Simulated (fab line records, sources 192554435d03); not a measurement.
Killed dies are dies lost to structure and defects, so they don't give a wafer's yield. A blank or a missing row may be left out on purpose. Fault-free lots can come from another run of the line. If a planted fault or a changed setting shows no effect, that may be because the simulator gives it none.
fab line records	flow n5-finfet
[record] lots = 11	wafers = 33	last-day = 17
route steps=1938 shown PASS1_DEP@1831 MIM_TOP@1834 MIM_TOP_LITHO@1843 PASSIVATION@1936
lots that met no fault: from a run of the same line without faults
start-h: hours from the record's opening day to when the first of the lot's shown wafers began	wait-h: hours from the lot's prior step to this one	" the same as in the row above	L1.1+2: a single row standing in for several wafers	- no value, or no start given	* or withheld: withheld	< > ~ a bound
route shown NAME@n: names a module that has steps shown in the file, with the first one's number in the route	usual: average and standard deviation across the fault-free wafers	same: alike in all rows	chamber/n: place in a boat	sites: per-site readings	_std_site: standard deviation across them	_edge_site: mean of outer sites minus mean of inner sites	radius-mm: how far each site lies from the wafer's centre	mask NAME#n: copy n	behind: the most recent tool/chamber to have shaped the wafer	hold: what put the lot on hold/how long, in hours/how the hold closed	device: whichever transistor did not switch (one of n, p or np)	end of line: tests of these same wafers at the route's end	a step given without rows: its recipe and nothing more	killed: dies lost to structure and defects at the first sort, not the wafer's yield	map: a wafer's dies, x killed, . not, _ none there
set.NAME: the run value of the setting; set.NAME@STEP: its run value at that earlier step	model.NAME: the simulator's own value behind a step, which no gauge read
the route's steps for a sample of lots (tables are steps, rows are wafers)
services: when a tool's chamber went out of use (start-h, in hours from the record's first day, below 0 if earlier), for how many hours, and the reason
[[steps]]
[step N5_PASSIVATION_PECVD_00]
[recipe] material = SiO2	target-thk-a = 2000	temp-c = 400	precursor = SiH4/N2O	pressure-torr = 2.7	rf-w = 608	time-s = 11.2
[usual] heater-power-w = 731/150	showerhead-plenum-p-Torr = 8.23/0.12	showerhead-vpp-V = 1521/65	throttle-valve-pct = 52/3.8
lot.wafer	tool	chamber	start-h	wait-h	heater-power-w	showerhead-plenum-p-Torr	showerhead-vpp-V	throttle-valve-pct
L624.2	pecvd-02	1	260.86	0.7	754	8.13	1448	54
L624.3	"	2	"	"	789	8.38	1603	49
L624.5	"	0	"	"	367	8.17	1497	55
L626.1	pecvd-04	2	263.93	0.8	886	8.18	1524	47
L626.2	"	1	"	"	597	8.54	1651	46
L626.5	"	2	"	"	873	8.16	1513	47
L625.3	pecvd-01	2	264.24	0.5	853	8.11	1597	51
L625.5	"	2	"	"	866	8.13	1601	51
L625.6	"	1	"	"	762	8.19	1518	51
L627.3	pecvd-02	2	273.29	0.5	655	8.40	1642	49
L627.4	"	1	"	"	956	8.14	1438	54
L627.6	"	2	"	"	694	8.38	1580	49
L631.1	pecvd-02	0	289.93	0.8	446	8.16	1489	54
L631.2	"	1	"	"	916	8.16	1462	54
L631.6	"	0	"	"	443	8.17	1496	55
L634.4	pecvd-02	2	307.19	0.4	787	8.37	1589	49
L634.5	"	0	"	"	412	8.16	1475	55
L634.6	"	1	"	"	838	8.11	1480	54
L632.1	pecvd-04	2	308.02	0.8	741	8.17	1512	48
L632.4	"	0	"	"	600	8.21	1441	61
L632.6	"	2	"	"	762	8.17	1521	48
L644.2	pecvd-02	0	372.01	0.7	363	8.14	1538	54
L644.4	"	2	"	"	672	8.39	1631	50
L644.5	"	1	"	"	956	8.12	1475	54
L642.2	pecvd-02	1	378.92	0.7	953	8.13	1446	54
L642.4	"	1	"	"	750	8.14	1460	54
L642.6	"	0	"	"	397	8.17	1509	55
L645.2	pecvd-01	2	389.61	0.7	833	8.14	1601	51
L645.3	"	2	"	"	838	8.15	1568	52
L645.4	"	0	"	"	801	8.15	1439	50
L646.2	pecvd-04	2	396.33	0.7	845	8.19	1519	48
L646.3	"	0	"	"	576	8.20	1432	61
L646.6	"	1	"	"	535	8.54	1620	46
[step N5_MIM_TOP_ALD_00]
[recipe] material = Al2O3	target-thk-a = *	temp-c = withheld	ald-precursor-family = TMA	ald-co-reactant = O3	pulse-time-s = withheld	purge-time-s = 3	co-reactant-purge-time-s = withheld	co-reactant-pulse-time-s = 3	ald-cycles = withheld
[usual] precursor-pulse-height-rel = 0.999/0.019
lot.wafer	tool	chamber	start-h	wait-h	precursor-pulse-height-rel
L624.2	ald-hk-03	1	261.61	0.1	0.984
L624.3	"	2	"	"	1.015
L624.5	"	0	"	"	1.006
L626.1	ald-hk-03	2	264.13	0.1	1.027
L626.2	"	3	"	"	1.037
L626.5	"	2	"	"	1.017
L625.3	ald-hk-01	0	264.74	0.1	1.019
L625.5	"	2	"	"	1.004
L625.6	"	3	"	"	1.009
L627.3	ald-hk-01	2	273.56	0.1	0.996
L627.4	"	3	"	"	0.997
L627.6	"	3	"	"	0.980
L631.1	ald-hk-02	0	291.53	0.1	1.036
L631.2	"	2	"	"	1.010
L631.6	"	0	"	"	0.984
L634.4	ald-hk-03	2	307.93	0.1	0.982
L634.5	"	0	"	"	0.996
L634.6	"	1	"	"	1.039
L632.1	ald-hk-01	0	308.22	0.1	0.986
L632.4	"	2	"	"	0.999
L632.6	"	1	"	"	0.983
L644.2	ald-hk-02	3	376.08	0.1	1.000
L644.4	"	0	"	"	0.990
L644.5	"	1	"	"	0.973
L642.2	ald-hk-01	2	380.39	0.1	0.988
L642.4	"	3	"	"	1.010
L642.6	"	0	"	"	0.994
L645.2	ald-hk-01	2	391.46	0.1	1.008
L645.3	"	0	"	"	1.007
L645.4	"	1	"	"	0.985
L646.2	ald-hk-01	2	397.61	0.1	0.991
L646.3	"	0	"	"	1.004
L646.6	"	3	"	"	0.997
[step N5_MIM_TOP_DEGAS_04]
[recipe] ambient = vacuum	temp-c = 300	time-s = 60
[usual] heater-power-w = 487/56
lot.wafer	tool	chamber	start-h	wait-h	heater-power-w
L624.2	pvd-sputter-02	-	262.08	-	432
L624.3	"	-	"	"	585
L624.5	"	-	"	"	562
L626.1	pvd-sputter-03	-	265.58	-	556
L626.2	"	-	"	"	566
L626.5	"	-	"	"	592
L625.3	pvd-sputter-01	-	268.59	-	379
L625.5	"	-	"	"	366
L625.6	"	-	"	"	514
L627.3	pvd-sputter-03	-	275.50	-	547
L627.4	"	-	"	"	482
L627.6	"	-	"	"	434
L631.1	pvd-sputter-01	-	294.83	-	382
L631.2	"	-	"	"	454
L631.6	"	-	"	"	377
L634.4	pvd-sputter-01	-	308.41	-	472
L634.5	"	-	"	"	520
L634.6	"	-	"	"	485
L632.1	pvd-sputter-01	-	310.49	-	475
L632.4	"	-	"	"	461
L632.6	"	-	"	"	470
L644.2	pvd-sputter-02	-	377.10	-	520
L644.4	"	-	"	"	573
L644.5	"	-	"	"	562
L642.2	pvd-sputter-03	-	380.86	-	588
L642.4	"	-	"	"	491
L642.6	"	-	"	"	526
L645.2	pvd-sputter-02	-	392.78	-	481
L645.3	"	-	"	"	448
L645.4	"	-	"	"	579
L646.2	pvd-sputter-02	-	400.98	-	489
L646.3	"	-	"	"	566
L646.6	"	-	"	"	566
[step N5_MIM_TOP_LITHO_EXPOSE_05]
[recipe] mask-id = MIM_TOP	na = 0.55	source-shape = conventional	sigma-outer = 0.8	polarization = unpolarized	target-cd-nm = 2000	dose-mj = 20.5
[usual] exposure-dose-mJ-cm2 = 20.479/0.022
lot.wafer	tool	chamber	start-h	wait-h	mask	exposure-dose-mJ-cm2
L624.2	krf-scanner-02	0	262.46	-	MIM_TOP#0	20.450
L624.3	"	0	"	"	MIM_TOP#0	20.468
L624.5	"	0	"	"	MIM_TOP#0	20.472
L626.1	krf-scanner-01	0	265.96	-	MIM_TOP#0	20.475
L626.2	"	0	"	"	MIM_TOP#0	20.474
L626.5	"	0	"	"	MIM_TOP#0	20.474
L625.3	krf-scanner-02	0	268.98	-	MIM_TOP#0	20.490
L625.5	"	0	"	"	MIM_TOP#0	20.504
L625.6	"	0	"	"	MIM_TOP#0	20.481
L627.3	krf-scanner-01	0	275.89	-	MIM_TOP#0	20.481
L627.4	"	0	"	"	MIM_TOP#0	20.506
L627.6	"	0	"	"	MIM_TOP#0	20.479
L631.1	krf-scanner-01	0	295.25	-	MIM_TOP#0	20.461
L631.2	"	0	"	"	MIM_TOP#0	20.463
L631.6	"	0	"	"	MIM_TOP#0	20.459
L634.4	krf-scanner-02	0	308.81	-	MIM_TOP#0	20.471
L634.5	"	0	"	"	MIM_TOP#0	20.490
L634.6	"	0	"	"	MIM_TOP#0	20.490
L632.1	krf-scanner-02	0	310.75	-	MIM_TOP#0	20.489
L632.4	"	0	"	"	MIM_TOP#0	20.473
L632.6	"	0	"	"	MIM_TOP#0	20.467
L644.2	krf-scanner-01	0	377.48	-	MIM_TOP#0	20.467
L644.4	"	0	"	"	MIM_TOP#0	20.467
L644.5	"	0	"	"	MIM_TOP#0	20.487
L642.2	krf-scanner-01	0	381.12	-	MIM_TOP#0	18.519
L642.4	"	0	"	"	MIM_TOP#0	18.527
L642.6	"	0	"	"	MIM_TOP#0	18.532
L645.2	krf-scanner-02	0	393.16	-	MIM_TOP#0	20.460
L645.3	"	0	"	"	MIM_TOP#0	20.467
L645.4	"	0	"	"	MIM_TOP#0	20.486
L646.2	krf-scanner-01	0	401.37	-	MIM_TOP#0	18.872
L646.3	"	0	"	"	MIM_TOP#0	18.922
L646.6	"	0	"	"	MIM_TOP#0	18.901
[step N5_MIM_TOP_LITHO_CD_MEAS_08]
[recipe] target-cd-nm = 2000	landing-energy-ev = 500	detector = se-inlens
[usual] cd-nm = 1998.4/2.1
lot.wafer	tool	chamber	start-h	wait-h	cd-nm
L624.2	cd-sem-02	0	262.64	-	1997.3
L624.3	"	0	"	"	1999.5
L624.5	"	0	"	"	1997.7
L626.1	cd-sem-03	0	266.14	-	2001.4
L626.2	"	0	"	"	2004.6
L626.5	"	0	"	"	1999.7
L625.3	cd-sem-02	0	269.15	-	1998.2
L625.5	"	0	"	"	1998.4
L625.6	"	0	"	"	1993.8
L627.3	cd-sem-03	0	276.06	-	1997.4
L627.4	"	0	"	"	1998.4
L627.6	"	0	"	"	1999.1
L631.1	cd-sem-02	0	295.43	-	2001.0
L631.2	"	0	"	"	1998.8
L631.6	"	0	"	"	1996.3
L634.4	cd-sem-03	0	308.97	-	1998.7
L634.5	"	0	"	"	2000.5
L634.6	"	0	"	"	1995.0
L632.1	cd-sem-01	0	310.92	-	1999.0
L632.4	"	0	"	"	1998.7
L632.6	"	0	"	"	1999.7
L644.2	cd-sem-03	0	377.65	-	2000.7
L644.4	"	0	"	"	2001.0
L644.5	"	0	"	"	2000.7
L642.2	cd-sem-01	0	381.29	-	2017.7
L642.4	"	0	"	"	2017.6
L642.6	"	0	"	"	2018.3
L645.2	cd-sem-03	0	393.33	-	1996.9
L645.3	"	0	"	"	1998.4
L645.4	"	0	"	"	1992.4
L646.2	cd-sem-03	0	401.54	-	2010.7
L646.3	"	0	"	"	2011.4
L646.6	"	0	"	"	2012.6
[step N5_PASSIVATION_PROBE_49]
[usual] defect-limited-yield = 91.7/1.4	killed_at_M0_to_M3 = 32/9.7	killed_at_M4_up = 14/5.5	killed-at-contacts = 13/6.1	killed-at-front-end = 35/10	killed-at-other = 4.2/2.9	killed-dies = 98/17	killed-open = 63/12	killed-short = 32/7.7	sort_bin_4_leakage = 0.0/0.33	sort_bin_5_function = 4.8/0.9	sort_bin_6_memory = 3.1/0.63	sort_bin_8_speed = 1/3.3	sort-n-pass = 1073/41
[same] gross-dies = 1180	killed-at-back-side = 0
lot.wafer	tool	chamber	start-h	wait-h	defect-limited-yield[%]	killed_at_M0_to_M3	killed_at_M4_up	killed-at-contacts	killed-at-front-end	killed-at-other	killed-dies	killed-open	killed-short	sort_bin_4_leakage[%]	sort_bin_5_function[%]	sort_bin_6_memory[%]	sort_bin_8_speed[%]	sort-n-pass
L626.1	prober-02	-	276.29	0.0	89.7	28	28	11	48	7	122	74	42	0	6.0	3.7	0	1058
L626.2	prober-02	-	276.34	0.1	93.0	13	23	8	34	5	83	53	28	0	4.3	2.5	0	1097
L626.5	prober-02	-	276.49	0.2	91.3	34	23	13	29	4	103	62	39	0	5.0	3.5	0	1076
L642.2	prober-02	-	394.61	0.1	92.7	33	15	10	25	3	86	57	29	0	4.1	3.0	0	1094
L642.4	prober-02	-	394.71	0.2	93.7	19	9	13	29	4	74	39	26	0	3.5	2.0	0	1106
L642.6	prober-02	-	394.81	0.3	90.5	44	11	14	38	5	112	70	33	0.1	5.7	3.0	0	1067
L646.6	prober-01	-	415.02	0.3	90.0	44	17	9	47	1	118	74	31	0	5.8	3.3	0	1062
// killed by level:class
L626.1 BEOL_M4:geometric-particle:open=11 MOL_CONTACT_COAG:geometric-particle:open=10 STI_FIN_REVEAL:geometric-particle:open=8 BEOL_M0_SAQP:geometric-particle:short=8 DUMMY_GATE:geometric-particle:open=7 BEOL_M5:geometric-particle:open=6 MIM_TOP_ETCH:geometric-particle:short=6 FIN_SAQP:geometric-particle:short=5
L626.2 BEOL_M4:geometric-particle:open=14 STI_FIN_REVEAL:geometric-particle:open=8 FIN_SAQP:geometric-particle:short=6 MOL_CONTACT_COAG:geometric-particle:open=5 FIN_SAQP:geometric-particle:open=4 DUMMY_GATE:geometric-particle:open=4 BEOL_M0_SAQP:geometric-particle:short=4 BEOL_M0_SAQP:geometric-particle:open=4
L626.5 BEOL_M4:geometric-particle:open=15 MOL_CONTACT_COAG:geometric-particle:open=13 FIN_SAQP:geometric-particle:short=9 BEOL_M2:geometric-particle:open=9 BEOL_M1:geometric-particle:short=7 BEOL_M1:geometric-particle:open=5 BEOL_M0_SAQP:geometric-particle:short=4 DUMMY_GATE:geometric-particle:open=3
L642.2 MOL_CONTACT_COAG:geometric-particle:open=9 BEOL_M0_SAQP:geometric-particle:short=9 BEOL_M1:geometric-particle:open=8 STI_FIN_REVEAL:geometric-particle:open=6 FIN_SAQP:geometric-particle:open=5 BEOL_M7:geometric-particle:open=5 BEOL_M0_SAQP:geometric-particle:open=4 BEOL_M0:geometric-particle:open=4
L642.4 MOL_CONTACT_COAG:geometric-particle:open=12 HKMG_FIN:area-etch=9 BEOL_M3:geometric-particle:open=4 BEOL_M0:geometric-particle:short=4 BEOL_M1:geometric-particle:short=4 FIN_SAQP:geometric-particle:open=3 FIN_SAQP:geometric-particle:short=3 DUMMY_GATE:geometric-particle:open=3
L642.6 BEOL_M0_SAQP:geometric-particle:short=13 BEOL_M0_SAQP:geometric-particle:open=12 MOL_CONTACT_COAG:geometric-particle:open=10 BEOL_M1:geometric-particle:open=9 HKMG_FIN:area-etch=9 STI_FIN_REVEAL:geometric-particle:open=8 FIN_SAQP:geometric-particle:open=6 BEOL_M5:geometric-particle:open=6
L646.6 BEOL_M3:geometric-particle:open=15 BEOL_M0_SAQP:geometric-particle:short=10 HKMG_FIN:area-etch=10 BEOL_M0_SAQP:geometric-particle:open=9 MOL_CONTACT_COAG:geometric-particle:open=8 DUMMY_GATE:geometric-particle:open=7 BEOL_M4:geometric-particle:open=7 BEOL_M2:geometric-particle:open=5
[[services]]
tool	chamber	start-h	hours	kind
krf-scanner-01	-	237.38	0.8	pm
pecvd-02	-	241.03	1.7	repair
pecvd-04	0	243.73	5.5	scheduled-down
krf-scanner-02	-	246.91	1.2	repair
krf-scanner-02	-	257.88	1.0	pm
pecvd-02	0	265.03	22.1	repair
pecvd-01	0	265.81	-	calibration
pecvd-02	-	265.85	0.7	repair
pecvd-04	-	280.33	0.9	repair
pecvd-02	-	285.58	0.6	repair
krf-scanner-01	-	286.57	1.0	pm
krf-scanner-02	-	311.48	1.3	pm
krf-scanner-01	-	315.09	1.3	pm
krf-scanner-01	-	340.84	7.2	pm
ald-hk-01	-	347.95	14.6	pm
pecvd-02	1	354.40	2.1	scheduled-down
pecvd-04	2	354.92	5.5	scheduled-down
ald-hk-02	-	359.55	8.7	pm
krf-scanner-02	-	364.95	0.3	repair
ald-hk-03	-	366.73	14.6	pm
pvd-sputter-01	-	371.96	1.0	repair
krf-scanner-02	0	378.85	-	calibration
krf-scanner-02	-	380.41	0.8	pm
krf-scanner-01	0	388.62	-	calibration
[[key]]
[first-sign] step = N5_MIM_TOP_LITHO_EXPOSE_05	reading = exposure-dose-mJ-cm2	direction = down	sigmas = 82	usual = 20.479	struck = 18.712
[effect] step = N5_MIM_TOP_LITHO_CD_MEAS_08	reading = cd-nm	direction = up	sigmas = 7.7	usual = 1998.4	struck = 2014.7	through = control-loop
met-at N5_MIM_TOP_LITHO_EXPOSE_05
struck-lots L642,L646
[loop-trim] step = N5_MIM_TOP_LITHO_EXPOSE_05	setting = dose	lots = L646
[baseline-loss] step = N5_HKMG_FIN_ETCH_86	wafers = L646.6
not-acting-at N5_PASSIVATION_PECVD_00,N5_MIM_TOP_ALD_00,N5_MIM_TOP_DEGAS_04
onset-between 377.48 381.12
[fault] kind = process-parameter-drift	tool = krf-scanner-01	chamber = -	onset-h = 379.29	steps = N5_MIM_TOP_LITHO_EXPOSE_05	channel = dose-mj	offset = -1.955	shape = step	acts-in = these-recipes-only	stated = 20.5
// loop-trim: a control loop set the setting to another value than it would have without faults
// baseline-loss: these wafers lose ten dies or more at that step, a loss of the line's own and not of a fault; the sort's usual values leave them out
